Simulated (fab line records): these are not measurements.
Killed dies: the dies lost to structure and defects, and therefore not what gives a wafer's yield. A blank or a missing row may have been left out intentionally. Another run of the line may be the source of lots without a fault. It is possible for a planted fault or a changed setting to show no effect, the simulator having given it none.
Matching of chambers + flow nand harc + rie diel-13 running NHARC_A_STAIRCASE_ETCH_444: 4 sister chambers
The step etches the open film in C4F8/O2, target depth 10200 nm, time 3400 s. 4 wafers are shown with their chamber, then 8 later ones without.

## WAFERS WITH THEIR CHAMBER
| wafer  | chamber | rf vpp V (V) |
|--------|---------|--------------|
| L083.4 | 1       | 808          |
| L083.6 | 0       | 800          |
| L088.6 | 3       | 812          |
| L087.3 | 2       | 810          |

## WAFERS MISSING THEIR CHAMBER
| wafer  | rf vpp V (V) |
|--------|--------------|
| L087.4 | 808          |
| L087.5 | 806          |
| L091.1 | 798          |
| L091.2 | 810          |
| L091.5 | 812          |
| L094.3 | 799          |
| L094.4 | 812          |
| L094.5 | 800          |

## WHICH CHAMBER EACH WENT THROUGH
| wafer  | from the rows above          | in truth |
|--------|------------------------------|----------|
| L087.4 | can't be placed: 1 or 2      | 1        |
| L087.5 | can't be placed: 1 or 2      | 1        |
| L091.1 | 0                            | 0        |
| L091.2 | can't be placed: 2 or 1 or 3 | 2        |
| L091.5 | can't be placed: 3 or 2      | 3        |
| L094.3 | 0                            | 0        |
| L094.4 | can't be placed: 3 or 2      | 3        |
| L094.5 | 0                            | 0        |
3 of 8 placed correctly. Cannot be placed on the basis of these rows: 5; the candidates contain the true chamber in 5. Number placed wrongly: 0.
How it was worked out, from the rows above alone: a wafer's distance from a chamber is the root of the sum, over the readings, of the square of ((its reading less the chamber's mean) divided by the reading's scatter). If the next closest chamber is less than 2 further off than the closest, the wafer can't be placed; otherwise it belongs to the closest. The mean given for a chamber averages the wafers shown for that chamber. The scatter: root of mean squared gap, hidden wafer to nearest shown wafer, with one shown wafer a chamber.
